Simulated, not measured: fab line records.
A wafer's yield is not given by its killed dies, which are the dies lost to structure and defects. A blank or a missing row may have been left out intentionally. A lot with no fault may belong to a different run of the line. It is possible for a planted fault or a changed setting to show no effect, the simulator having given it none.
Which tool did it? / flow n5_finfet / 12 lots, 36 wafers sampled, at 3 steps of a route of 1938

WHAT THE GAUGES READ, wafer by wafer
N5_BEOL_M15_CD_MEAS_10: target cd 360 nm.
lot=L076; measured=day 12 08:34; on=cd_sem-03; cd_nm (nm)=360.4 361.6 362.4
lot=L075; measured=day 13 00:14; on=cd_sem-01; cd_nm (nm)=359.6 360.2 360.1
lot=L083; measured=day 13 18:27; on=cd_sem-01; cd_nm (nm)=359.4 360.9 358.1
lot=L080; measured=day 14 11:38; on=cd_sem-01; cd_nm (nm)=359.3 360.4 357.6
lot=L084; measured=day 14 22:07; on=cd_sem-02; cd_nm (nm)=357.9 358.9 357.9
lot=L087; measured=day 15 02:08; on=cd_sem-01; cd_nm (nm)=361.4 359.4 360.1
lot=L086; measured=day 15 17:06; on=cd_sem-02; cd_nm (nm)=357.4 358.9 357.8
lot=L090; measured=day 15 21:34; on=cd_sem-03; cd_nm (nm)=360.8 360.1 359.4
lot=L092; measured=day 16 21:53; on=cd_sem-01; cd_nm (nm)=361.5 361.4 360.0
lot=L093; measured=day 17 01:27; on=cd_sem-01; cd_nm (nm)=360.5 358.6 359.0
lot=L095; measured=day 17 08:59; on=cd_sem-02; cd_nm (nm)=359.3 359.5 360.0
lot=L097; measured=day 18 12:04; on=cd_sem-03; cd_nm (nm)=360.6 360.6 358.0

EACH LOT AND THE TOOL THAT RAN IT (in order: tool; ch and the chambers of the sampled wafers; start)
lot=L076; N5_BEOL_M14_DEGAS_41=pvd_sputter-02, day 12 06:25; N5_BEOL_M14_SPUTTER_44=pvd_sputter-02, day 12 06:34
lot=L075; N5_BEOL_M14_DEGAS_41=pvd_sputter-02, day 12 22:13; N5_BEOL_M14_SPUTTER_44=pvd_sputter-02, day 12 22:22
lot=L083; N5_BEOL_M14_DEGAS_41=pvd_sputter-01, day 13 16:12; N5_BEOL_M14_SPUTTER_44=pvd_sputter-01, day 13 16:22
lot=L080; N5_BEOL_M14_DEGAS_41=pvd_sputter-03, day 14 08:53; N5_BEOL_M14_SPUTTER_44=pvd_sputter-03, day 14 09:02
lot=L084; N5_BEOL_M14_DEGAS_41=pvd_sputter-02, day 14 19:31; N5_BEOL_M14_SPUTTER_44=pvd_sputter-02, day 14 19:41
lot=L087; N5_BEOL_M14_DEGAS_41=pvd_sputter-02, day 14 23:38; N5_BEOL_M14_SPUTTER_44=pvd_sputter-02, day 14 23:48
lot=L086; N5_BEOL_M14_DEGAS_41=pvd_sputter-03, day 15 15:04; N5_BEOL_M14_SPUTTER_44=pvd_sputter-03, day 15 15:13
lot=L090; N5_BEOL_M14_DEGAS_41=pvd_sputter-03, day 15 19:41; N5_BEOL_M14_SPUTTER_44=pvd_sputter-03, day 15 19:50
lot=L092; N5_BEOL_M14_DEGAS_41=pvd_sputter-03, day 16 19:41; N5_BEOL_M14_SPUTTER_44=pvd_sputter-03, day 16 19:50
lot=L093; N5_BEOL_M14_DEGAS_41=pvd_sputter-03, day 16 23:34; N5_BEOL_M14_SPUTTER_44=pvd_sputter-03, day 16 23:43
lot=L095; N5_BEOL_M14_DEGAS_41=pvd_sputter-03, day 17 06:52; N5_BEOL_M14_SPUTTER_44=pvd_sputter-03, day 17 07:01
lot=L097; N5_BEOL_M14_DEGAS_41=pvd_sputter-03, day 18 09:18; N5_BEOL_M14_SPUTTER_44=pvd_sputter-03, day 18 09:28
- N5_BEOL_M14_DEGAS_41: time 60 s.
- N5_BEOL_M14_SPUTTER_44: material Ta, target thk 15 nm, time 24.19 s.

THE ANSWER, worked out from the rows above alone
Rule: what is usual is taken from the lots themselves. The widest of any qualifying gaps counts: lots, ordered by their means at a reading, are off when they make up no more than a third of the lots, leave a main group of 4 or more, and stand apart from it by 3 or more times the standard deviation of that group's means. If all means in a main group match to the digits the tables above print for the reading, that group is not used. Also off: a lot with no number at a reading for which 4 or more lots have one. All remaining lots with rows at the step are treated as sound.
No lot is off at any reading shown: from this, nothing can be told.

WHAT THE SIMULATOR HAD INSERTED
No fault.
